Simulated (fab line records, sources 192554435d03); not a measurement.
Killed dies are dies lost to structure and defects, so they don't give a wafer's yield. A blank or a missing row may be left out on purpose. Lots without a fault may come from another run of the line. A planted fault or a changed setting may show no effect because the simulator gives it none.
One fault seen from 2 desks | flow n5_finfet | each desk has only its own numbers; what lay behind them comes last

THE TOOL OWNER'S DESK: cmp-03
The tool's own readings at N5_BEOL_M3_CMP_52 (polishes, stops on SiOC, t overpolish 6.8 s, target thk 40 nm): means of the sampled wafers that have a number, for each lot that ran on this tool. A lot is out of limits, marked OUT, if its mean lies more than 4 standard deviations from the usual mean; the brackets give that distance.
Columns: A = barrier_field_endpoint_s at N5_BEOL_M3_CMP_52, usual 24.4 s; B = clearing_platen_down_force_psi at N5_BEOL_M3_CMP_52, usual 1.499 psi; C = motor_current_A at N5_BEOL_M3_CMP_52, usual 6.1 A; D = overpolish_run_s at N5_BEOL_M3_CMP_52, usual 6.799 s; E = time_to_endpoint_s at N5_BEOL_M3_CMP_52, usual 62.0 s
lot  | first seen here | A              | B     | C   | D     | E
L156 | day 7 07:56     | 24.1           | 1.499 | 6.3 | 6.792 | 58.6
L157 | day 7 11:35     | 23.8           | 1.502 | 6.4 | 6.802 | 61.7
L164 | day 9 12:40     | 24.7           | 1.501 | 6.3 | 6.790 | 59.8
L165 | day 9 13:49     | 24.2           | 1.500 | 6.4 | 6.799 | 60.5
L172 | day 11 18:56    | 30.9 (+13) OUT | 1.503 | 6.3 | 6.804 | 78.8 (+7.3) OUT
L175 | day 12 02:10    | 29.7 (+11) OUT | 1.498 | 6.4 | 6.801 | 78.0 (+6.9) OUT
This desk's finding: out of limits on L172, L175; first on L172, day 11 18:56 (barrier_field_endpoint_s at N5_BEOL_M3_CMP_52). In limits: L156, L157, L164, L165.

THE METROLOGY DESK
What the gauges read, lot by lot, whatever tool the lot ran on: means of the sampled wafers that have a number. A lot is out of limits, marked OUT, if its mean lies more than 4 standard deviations from the usual mean; the brackets give that distance. Of its 10 readings 7 are shown: those that lie furthest out on some lot.
Columns: A = DIBL_N at N5_BEOL_M4_RC_MEAS_101, usual 36.5 mV/V; B = DIBL_P at N5_BEOL_M4_RC_MEAS_101, usual 36.9 mV/V; C = IOFF_N at N5_BEOL_M4_RC_MEAS_101, usual 0.163 nA/um; D = IOFF_P at N5_BEOL_M4_RC_MEAS_101, usual 0.22 nA/um; E = SS_N at N5_BEOL_M4_RC_MEAS_101, usual 71.6 mV/dec; F = SS_P at N5_BEOL_M4_RC_MEAS_101, usual 73.4 mV/dec; G = VT_P at N5_BEOL_M4_RC_MEAS_101, usual -250 mV
lot  | first seen here | A    | B    | C     | D    | E    | F    | G
L156 | day 7 20:49     | 35.9 | 35.7 | 0.153 | 0.19 | 71.9 | 73.1 | -254
L157 | day 7 23:18     | 36.1 | 37.3 | 0.163 | 0.23 | 71.7 | 73.9 | -247
L162 | day 9 05:38     | 37.1 | 37.2 | 0.163 | 0.22 | 71.3 | 74.2 | -251
L164 | day 9 21:07     | 36.1 | 37.5 | 0.179 | 0.26 | 72.2 | 73.9 | -246
L165 | day 10 00:04    | 34.6 | 35.9 | 0.132 | 0.16 | 71.4 | 72.8 | -257
L172 | day 12 08:54    | 36.5 | 37.0 | 0.170 | 0.22 | 71.3 | 73.2 | -249
L173 | day 12 12:41    | 37.1 | 39.1 | 0.185 | 0.23 | 72.0 | 73.6 | -248
L175 | day 12 13:56    | 34.0 | 35.4 | 0.128 | 0.19 | 71.1 | 73.0 | -253
L176 | day 12 18:17    | 35.8 | 37.2 | 0.154 | 0.19 | 71.2 | 73.9 | -255
L177 | day 13 19:39    | 33.2 | 33.4 | 0.122 | 0.17 | 70.2 | 72.3 | -253
This desk's finding: nothing out of limits on any of the 10 lots.

PUT TOGETHER
The tool owner's desk could have raised an alarm at day 11 18:56, on L172, L175.
The metrology desk saw nothing out of limits.
The metrology desk has L172, L175 on record, within its limits.
Of the lots named, all ran N5_BEOL_M3_CMP_52 on cmp-03.

WHAT THE SIMULATOR HAD PUT IN
Process parameter drift: cmp-03, from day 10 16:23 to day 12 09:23, at N5_BEOL_M3_CMP_52. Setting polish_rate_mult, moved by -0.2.
Lots struck among those shown: L172, L175.
Hours from the fault's start to each desk's first reading out of limits: the tool owner's desk, 27.
